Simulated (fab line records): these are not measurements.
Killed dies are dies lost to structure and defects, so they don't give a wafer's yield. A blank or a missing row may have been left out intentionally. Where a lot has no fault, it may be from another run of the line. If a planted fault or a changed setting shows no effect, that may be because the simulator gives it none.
Struck lot and sound lot, side by side -- flow n5 finfet -- 40 steps out of a route of 1938
Sound: the wafers L777.3, L777.4, L777.6. Struck: wafer L787.1. (L787.2, L787.4 of the same lot were not struck and are left out.) The cause comes at the end.
For every step that has rows: the tool of each side, followed by ch and its chambers, followed by its first start. Under that, the readings that differ: sound wafers -- struck wafers -- difference of the means -- sigmas: that difference in standard deviations of wafers without a fault.
alike: a reading whose means differ by less than 2 such deviations, as well as words and numbers matching on both sides. not compared: withheld readings; readings where some wafer has no value; bounds like >300 that might hide an equal value; numbers whose values overlap and for which the record gives no deviation.
Wherever a step has rows on one side only, a row that says differs or no value, or a row with sigmas, the two part there. When numbers do not overlap yet have no deviation, they are printed without sigmas and do not part them. A reading missing from all wafers of one side parts the sides only when that side holds two or more wafers.

first, 12 steps without rows for these wafers: N5_HKMG_FIN_WET_ETCH_18 (etches TiN in SC1, time 55 s, target depth 5.2 nm, rinse time 30 s); N5_HKMG_FIN_STRIP_19 (strips in N2/H2, time 360 s); N5_HKMG_FIN_ALD_91 (deposits TiN, target thk 1 nm, pulse time 1 s, purge time 3 s); N5_HKMG_FIN_COAT_85 (time 60 s, resist thk 300 nm); N5_HKMG_FIN_ETCH_86 (etches SOC in N2/H2, stops on TiN, target depth 393.2 nm); N5_HKMG_FIN_STRIP_89 (strips SOC in N2/H2, time 20 s); N5_HKMG_FIN_WET_ETCH_87 (etches TiN in SC1, time 154.2 s, target depth 4.7 nm, rinse time 30 s); N5_HKMG_FIN_STRIP_88 (strips in N2/H2, time 360 s); N5_HKMG_FIN_NWFM_ALD_20 (deposits TiAlC, target thk 2 nm, pulse time 3 s, purge time 2 s); N5_HKMG_FIN_ALD_71 (deposits TiN, target thk 1 nm, pulse time 1 s, purge time 3 s); N5_HKMG_FIN_COAT_66 (time 60 s, resist thk 300 nm); N5_HKMG_FIN_ETCH_67 (etches SOC in N2/H2, stops on TiN, target depth 388.9 nm).
N5_HKMG_FIN_STRIP_90: strips SOC in N2/H2, time 20 s.
  sound on rie diel-06 ch 0,1, day 4 17:53; struck on rie diel-06 ch 1, day 7 09:04
  alike: drypump motor current A, oes product au, rf vpp V, showerhead plenum p Torr, throttle valve pct
  not compared: rf hours counter h
then, 2 steps without rows for these wafers: N5_HKMG_FIN_WET_ETCH_73 (etches the open film in SC1, time 42.3 s, target depth 1.3 nm, rinse time 30 s); N5_HKMG_FIN_ETCHBACK_68 (etches the open film in Cl2/Ar, stops on HfO2, target depth 0.5 nm).
N5_HKMG_FIN_STRIP_69: strips in N2/H2, time 360 s.
  sound on plasma asher-02 ch 0,1, day 4 18:27; struck on plasma asher-01 ch 0, day 7 09:38
reading,sound,struck,difference,sigmas
drypump motor current A (A),5.2 5.2 5.2,6.5,+1.3,+2
rf hours counter h (h),- - -,105,no value on the sound wafers,
  alike: heater power w
then, 10 steps without rows for these wafers: N5_HKMG_FIN_ALD_21 (deposits TiN, target thk 1.5 nm, pulse time 1 s, purge time 3 s); N5_HKMG_FIN_ALD_72 (deposits W, target thk 2 nm, pulse time 1 s, purge time 2 s); N5_HKMG_FIN_W_FILL_22 (material W, target thk 60 nm, time 18.2 s); N5_HKMG_FIN_PRECLEAN_83 (cleans in DIW, time 57.5 s); N5_HKMG_FIN_SRD_84 (dry time 32 s); N5_HKMG_FIN_CMP_23 (polishes, stops on SiNx, t overpolish 10 s, target thk 46.326 nm); N5_HKMG_FIN_CMP_94 (polishes, stops on SiNx, t overpolish 4.7 s, target thk 43.299 nm); N5_GATE_CUT_ETCHBACK_00 (etches W in SF6/Cl2); N5_GATE_CUT_ETCH_56 (etches TiN in Cl2/Ar, target depth 21.6 nm); N5_GATE_CUT_ETCHBACK_30 (etches TiN in Cl2/Ar, target depth 3 nm).
N5_GATE_CUT_VAPOR_ETCH_60: etches HfO2 in BCl3/Cl2.
  sound on rie metal-03 ch 0,1, day 4 20:14; struck on rie metal-02 ch 0, day 7 11:32
  alike: drypump motor current A, oes product au
then, 1 step without rows for these wafers: N5_GATE_CUT_ETCH_58 (etches SiNx in CH3F/O2, target depth 17 nm, time 128.6 s).
N5_GATE_CUT_STRIP_59: strips in N2/H2, time 20 s.
  sound on rie diel-04 ch 0,1, day 4 20:23; struck on rie diel-05 ch 2, day 7 11:42
reading,sound,struck,difference,sigmas
rf vpp V (V),44.2 44.1 45.7,46.4,+1.7,+2
  alike: drypump motor current A, oes product au, showerhead plenum p Torr, throttle valve pct
  not compared: rf hours counter h
then, 2 steps without rows for these wafers: N5_GATE_CUT_PRECLEAN_31 (cleans in DIW, time 300 s); N5_GATE_CUT_SRD_32 (time 30 s).
N5_GATE_CUT_SAC_CAP_01: material SiNx, target thk 24 nm, pulse time 1 s, ald cycles 480.
  sound on ald sin-04 ch 0,2, day 4 20:36; struck on ald sin-03 ch 3, day 7 11:55
  alike: heater power w, precursor pulse height rel
  not compared: since wet clean h
then, 2 steps without rows for these wafers: N5_GATE_CUT_PECVD_57 (deposits SiNx from SiH4/NH3/N2, target thk 21 nm); N5_GATE_CUT_CMP_02 (polishes, stops on SiO2, t overpolish 12.7 s, target thk 0 nm).
N5_GATE_CUT_HM_DEP_46: deposits SiO2 from TEOS/O2, target thk 130 nm, time 26.6 s.
  sound on pecvd-04 ch 0,1, day 4 23:12; struck on pecvd-02 ch 2, day 7 14:31
  alike: heater power w, showerhead plenum p Torr, throttle valve pct
  not compared: since wet clean h
then, 4 steps without rows for these wafers: N5_GATE_CUT_COAT_34 (time 60 s, resist thk 60 nm); N5_GATE_CUT_COAT_35 (time 60 s, resist thk 10 nm); N5_GATE_CUT_COAT_27 (time 60 s, resist thk 10 nm); N5_GATE_CUT_COAT_07 (resist thk 30 nm).
-- record jumps: 8 days separate the struck wafers' starts on either side; left off in module GATE_CUT, taken up again in module PASSIVATION, whose first shown step is the route's number 1936 --
N5_PASSIVATION_PROBE_49:
  sound on prober-01, day 12 13:35; struck on prober-01, day 15 20:52
reading,sound,struck,difference,sigmas
killed_at_M0_to_M3,37 52 42,19,-25,-2
killed at front end,33 25 33,126,+96,+8
killed at other,8 4 4,12,+7,+2
killed dies,102 107 94,178,+77,+4
killed on rim,17 10 6,27,+16,+4
  alike: killed_at_M4_up, killed at contacts, killed open, killed short

## WHERE THEY PART
Last at N5_PASSIVATION_PROBE_49 as far as this record goes, first at N5_HKMG_FIN_STRIP_69.

WHY: whatever the simulator had introduced
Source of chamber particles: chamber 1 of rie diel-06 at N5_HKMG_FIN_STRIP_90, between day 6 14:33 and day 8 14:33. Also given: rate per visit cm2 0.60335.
